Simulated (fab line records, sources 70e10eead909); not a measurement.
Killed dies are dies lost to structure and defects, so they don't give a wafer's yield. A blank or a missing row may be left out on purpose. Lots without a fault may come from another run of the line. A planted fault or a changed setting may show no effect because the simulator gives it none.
Chamber matching | flow nand_harc | NHARC_P_ZERO_WELL_ETCH_63 on rie_si-02: 4 sister chambers
The step etches the open film in HBr/Cl2, target depth 120 nm, time 40.1 s. 4 wafers are shown with their chamber, then 10 later ones without.

WAFERS WITH THEIR CHAMBER
wafer  | chamber | oes_product_au (a.u.)
L080.1 | 2       | 0.982
L086.3 | 3       | 0.993
L087.2 | 1       | 0.985
L087.3 | 0       | 0.999

WAFERS WITHOUT THEIR CHAMBER
wafer  | oes_product_au (a.u.)
L087.5 | 0.983
L093.2 | 0.994
L093.3 | 0.996
L093.6 | 0.983
L094.1 | 0.997
L094.3 | 0.987
L094.5 | 0.993
L096.1 | 0.995
L096.2 | 0.981
L096.3 | 0.992

WHICH CHAMBER EACH WENT THROUGH
wafer  | from the rows above     | in truth
L087.5 | can't be placed: 2 or 1 | 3
L093.2 | 3                       | 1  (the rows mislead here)
L093.3 | can't be placed: 0 or 3 | 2
L093.6 | can't be placed: 2 or 1 | 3
L094.1 | can't be placed: 0 or 3 | 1
L094.3 | can't be placed: 1 or 2 | 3
L094.5 | 3                       | 3
L096.1 | can't be placed: 3 or 0 | 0
L096.2 | can't be placed: 2 or 1 | 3
L096.3 | 3                       | 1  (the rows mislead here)
Placed correctly: 1 of 10. Can't be placed from these rows: 7 (the true chamber is among the candidates in 1). Placed wrongly: 2.
How it was worked out, from the rows above alone: a wafer's distance from a chamber is the root of the sum, over the readings, of the square of ((its reading less the chamber's mean) divided by the reading's scatter). The wafer belongs to the nearest chamber; if the next one is less than 2 further off, it can't be placed. A chamber's mean is the mean of its shown wafers. The scatter: with one shown wafer a chamber, the root of the mean of the squares of how far each hidden wafer lies from its nearest shown one.
